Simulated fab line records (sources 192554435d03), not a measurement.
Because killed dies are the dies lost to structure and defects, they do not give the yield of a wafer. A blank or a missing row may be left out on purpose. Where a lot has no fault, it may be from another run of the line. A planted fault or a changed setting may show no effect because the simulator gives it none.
Split-lot study / flow n5Finfet / 39 wafers read across 7 lots, on a route 1938 steps long

== THE SPLIT ==
At N5_BEOL_M9_ETCH_66 (etches SOC in N2/H2, target depth 80 nm, overetch 16 nm, time 120 s), the setting timeS was moved away from the recipe's 120 s on 15 of the 39 wafers read, by -35.1% to +50.8%. All remaining wafers had this setting at the recipe value.

The split's own step is where the reading is taken.

== THE READING ==
SiARC_of_BEOL_M9_COAT_64.thkNm (the simulator's own value, which no gauge read), in nm, at N5_BEOL_M9_ETCH_66 (etches SOC in N2/H2, target depth 80 nm, overetch 16 nm, time 120 s). The file gives no usual value for it. Here, 24 wafers ran the recipe; their average is 6.5 nm with a standard deviation of 0.27 nm.

wafer=L077.1; tool, chamber at the split=rieDiel-02, 1; timeS as run, s=120; against the recipe=recipe; SiARC_of_BEOL_M9_COAT_64.thkNm, nm=6; against lot-mates on the recipe=-
wafer=L077.2; tool, chamber at the split=rieDiel-02, 2; timeS as run, s=120; against the recipe=recipe; SiARC_of_BEOL_M9_COAT_64.thkNm, nm=6.6; against lot-mates on the recipe=-
wafer=L077.3; tool, chamber at the split=rieDiel-02, 0,3,2; timeS as run, s=77.92; against the recipe=-35.1%; SiARC_of_BEOL_M9_COAT_64.thkNm, nm=8.4; against lot-mates on the recipe=+2.1
wafer=L077.4; tool, chamber at the split=rieDiel-02, 0,3,2; timeS as run, s=77.92; against the recipe=-35.1%; SiARC_of_BEOL_M9_COAT_64.thkNm, nm=8.4; against lot-mates on the recipe=+2.1
wafer=L077.5; tool, chamber at the split=rieDiel-02, 0,3,2; timeS as run, s=77.92; against the recipe=-35.1%; SiARC_of_BEOL_M9_COAT_64.thkNm, nm=8.4; against lot-mates on the recipe=+2.1
wafer=L077.6; tool, chamber at the split=rieDiel-02, 3; timeS as run, s=120; against the recipe=recipe; SiARC_of_BEOL_M9_COAT_64.thkNm, nm=6.4; against lot-mates on the recipe=-
wafer=L076.3; tool, chamber at the split=rieDiel-03, 2; timeS as run, s=120; against the recipe=recipe; SiARC_of_BEOL_M9_COAT_64.thkNm, nm=6.6; against lot-mates on the recipe=-
wafer=L076.4; tool, chamber at the split=rieDiel-03, 0; timeS as run, s=120; against the recipe=recipe; SiARC_of_BEOL_M9_COAT_64.thkNm, nm=6.2; against lot-mates on the recipe=-
wafer=L076.5; tool, chamber at the split=rieDiel-03, 0; timeS as run, s=120; against the recipe=recipe; SiARC_of_BEOL_M9_COAT_64.thkNm, nm=6.2; against lot-mates on the recipe=-
wafer=L082.1; tool, chamber at the split=rieDiel-02, 1; timeS as run, s=159.9; against the recipe=+33.2%; SiARC_of_BEOL_M9_COAT_64.thkNm, nm=4.2; against lot-mates on the recipe=-2.3
wafer=L082.2; tool, chamber at the split=rieDiel-02, 3; timeS as run, s=159.9; against the recipe=+33.2%; SiARC_of_BEOL_M9_COAT_64.thkNm, nm=4.6; against lot-mates on the recipe=-1.9
wafer=L082.3; tool, chamber at the split=rieDiel-02, 0; timeS as run, s=120; against the recipe=recipe; SiARC_of_BEOL_M9_COAT_64.thkNm, nm=6.4; against lot-mates on the recipe=-
wafer=L082.4; tool, chamber at the split=rieDiel-02, 2; timeS as run, s=120; against the recipe=recipe; SiARC_of_BEOL_M9_COAT_64.thkNm, nm=6.6; against lot-mates on the recipe=-
wafer=L082.5; tool, chamber at the split=rieDiel-02, 2; timeS as run, s=120; against the recipe=recipe; SiARC_of_BEOL_M9_COAT_64.thkNm, nm=6.6; against lot-mates on the recipe=-
wafer=L082.6; tool, chamber at the split=rieDiel-02, 1; timeS as run, s=159.9; against the recipe=+33.2%; SiARC_of_BEOL_M9_COAT_64.thkNm, nm=4; against lot-mates on the recipe=-2.5
wafer=L083.1; tool, chamber at the split=rieDiel-06, 0; timeS as run, s=90.52; against the recipe=-24.6%; SiARC_of_BEOL_M9_COAT_64.thkNm, nm=7.6; against lot-mates on the recipe=+1.2
wafer=L083.6; tool, chamber at the split=rieDiel-06, 0; timeS as run, s=90.52; against the recipe=-24.6%; SiARC_of_BEOL_M9_COAT_64.thkNm, nm=7.6; against lot-mates on the recipe=+1.2
wafer=L083.2; tool, chamber at the split=rieDiel-06, 2; timeS as run, s=90.52; against the recipe=-24.6%; SiARC_of_BEOL_M9_COAT_64.thkNm, nm=7.4; against lot-mates on the recipe=+1.0
wafer=L083.3; tool, chamber at the split=rieDiel-06, 1; timeS as run, s=120; against the recipe=recipe; SiARC_of_BEOL_M9_COAT_64.thkNm, nm=6.2; against lot-mates on the recipe=-
wafer=L083.5; tool, chamber at the split=rieDiel-06, 1; timeS as run, s=120; against the recipe=recipe; SiARC_of_BEOL_M9_COAT_64.thkNm, nm=6.2; against lot-mates on the recipe=-
wafer=L083.4; tool, chamber at the split=rieDiel-06, 3; timeS as run, s=120; against the recipe=recipe; SiARC_of_BEOL_M9_COAT_64.thkNm, nm=6.8; against lot-mates on the recipe=-
wafer=L088.1; tool, chamber at the split=rieDiel-06, 1; timeS as run, s=143.1; against the recipe=+19.2%; SiARC_of_BEOL_M9_COAT_64.thkNm, nm=5.4; against lot-mates on the recipe=-1.1
wafer=L088.6; tool, chamber at the split=rieDiel-06, 1; timeS as run, s=143.1; against the recipe=+19.2%; SiARC_of_BEOL_M9_COAT_64.thkNm, nm=5.4; against lot-mates on the recipe=-1.1
wafer=L088.2; tool, chamber at the split=rieDiel-06, 2; timeS as run, s=120; against the recipe=recipe; SiARC_of_BEOL_M9_COAT_64.thkNm, nm=6.2; against lot-mates on the recipe=-
wafer=L088.3; tool, chamber at the split=rieDiel-06, 3; timeS as run, s=120; against the recipe=recipe; SiARC_of_BEOL_M9_COAT_64.thkNm, nm=7; against lot-mates on the recipe=-
wafer=L088.4; tool, chamber at the split=rieDiel-06, 0; timeS as run, s=120; against the recipe=recipe; SiARC_of_BEOL_M9_COAT_64.thkNm, nm=6.4; against lot-mates on the recipe=-
wafer=L088.5; tool, chamber at the split=rieDiel-06, 0; timeS as run, s=143.1; against the recipe=+19.2%; SiARC_of_BEOL_M9_COAT_64.thkNm, nm=5.2; against lot-mates on the recipe=-1.3
wafer=L095.1; tool, chamber at the split=rieDiel-03, 3; timeS as run, s=120; against the recipe=recipe; SiARC_of_BEOL_M9_COAT_64.thkNm, nm=7; against lot-mates on the recipe=-
wafer=L095.2; tool, chamber at the split=rieDiel-03, 2; timeS as run, s=120; against the recipe=recipe; SiARC_of_BEOL_M9_COAT_64.thkNm, nm=6.6; against lot-mates on the recipe=-
wafer=L095.5; tool, chamber at the split=rieDiel-03, 2; timeS as run, s=120; against the recipe=recipe; SiARC_of_BEOL_M9_COAT_64.thkNm, nm=6.6; against lot-mates on the recipe=-
wafer=L095.3; tool, chamber at the split=rieDiel-03, 0; timeS as run, s=120; against the recipe=recipe; SiARC_of_BEOL_M9_COAT_64.thkNm, nm=6.4; against lot-mates on the recipe=-
wafer=L095.4; tool, chamber at the split=rieDiel-03, 0; timeS as run, s=120; against the recipe=recipe; SiARC_of_BEOL_M9_COAT_64.thkNm, nm=6.2; against lot-mates on the recipe=-
wafer=L095.6; tool, chamber at the split=rieDiel-03, 3; timeS as run, s=120; against the recipe=recipe; SiARC_of_BEOL_M9_COAT_64.thkNm, nm=6.8; against lot-mates on the recipe=-
wafer=L097.1; tool, chamber at the split=rieDiel-06, 3; timeS as run, s=181; against the recipe=+50.8%; SiARC_of_BEOL_M9_COAT_64.thkNm, nm=3.8; against lot-mates on the recipe=-2.5
wafer=L097.2; tool, chamber at the split=rieDiel-06, 0,3; timeS as run, s=120; against the recipe=recipe; SiARC_of_BEOL_M9_COAT_64.thkNm, nm=6.4; against lot-mates on the recipe=-
wafer=L097.6; tool, chamber at the split=rieDiel-06, 0,3; timeS as run, s=120; against the recipe=recipe; SiARC_of_BEOL_M9_COAT_64.thkNm, nm=6.4; against lot-mates on the recipe=-
wafer=L097.3; tool, chamber at the split=rieDiel-06, 1; timeS as run, s=181; against the recipe=+50.8%; SiARC_of_BEOL_M9_COAT_64.thkNm, nm=3.6; against lot-mates on the recipe=-2.7
wafer=L097.4; tool, chamber at the split=rieDiel-06, 2; timeS as run, s=181; against the recipe=+50.8%; SiARC_of_BEOL_M9_COAT_64.thkNm, nm=3.2; against lot-mates on the recipe=-3.1
wafer=L097.5; tool, chamber at the split=rieDiel-06, 2; timeS as run, s=120; against the recipe=recipe; SiARC_of_BEOL_M9_COAT_64.thkNm, nm=6; against lot-mates on the recipe=-
If several chambers appear in one row, that row covers several wafers at once and the file leaves open which wafer was in which chamber.

THE FIT
A straight line over all 39 wafers: SiARC_of_BEOL_M9_COAT_64.thkNm changes by -0.0568 nm for each +1% of timeS; r = -0.98; the points scatter about the line by 0.27 nm.
The same after taking each lot's own level away (the mean of its wafers on the recipe; 39 wafers): -0.057 nm for each +1%; r = -0.98; scatter 0.26 nm.
Per that fit: largest timeS move, reading shift of 2.9 nm.
Measured against the standard deviation above, the lots' own levels, which go from 6.27 to 6.60 nm, span 1.2 times it.
Hence the lot-to-lot level has little effect on the slope; both slopes agree.
Check: with one of the wafers moved furthest among these (+50.8%) left out of the fit, the line predicts -3.02 nm for it against its lot-mates. Against them it came out at -2.47 nm.

== THE OTHER SPLITS THESE WAFERS WENT THROUGH ==
These wafers also went through other splits before the reading. Each is held against what the fit with the lots' levels taken away leaves over:
other split on the same wafers=N5_BEOL_M0_TRENCH_ETCH_107 targetDepthA; wafers away from the commonest value=15; r with SiARC_of_BEOL_M9_COAT_64.thkNm (lot level and that fit taken away)=+0.07
other split on the same wafers=N5_BEOL_M3_ALD_98 aldCycles; wafers away from the commonest value=15; r with SiARC_of_BEOL_M9_COAT_64.thkNm (lot level and that fit taken away)=+0.22
other split on the same wafers=N5_BEOL_M5_TRENCH_ETCH_37 targetDepthA; wafers away from the commonest value=15; r with SiARC_of_BEOL_M9_COAT_64.thkNm (lot level and that fit taken away)=+0.26
other split on the same wafers=N5_BEOL_M6_VIA_ETCH_34 targetDepthA; wafers away from the commonest value=15; r with SiARC_of_BEOL_M9_COAT_64.thkNm (lot level and that fit taken away)=+0.15

== FILE'S OWN FIT ==
SiARC_of_BEOL_M9_COAT_64.thkNm changes by -0.0573 nm for each +1% of timeS, r = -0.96.
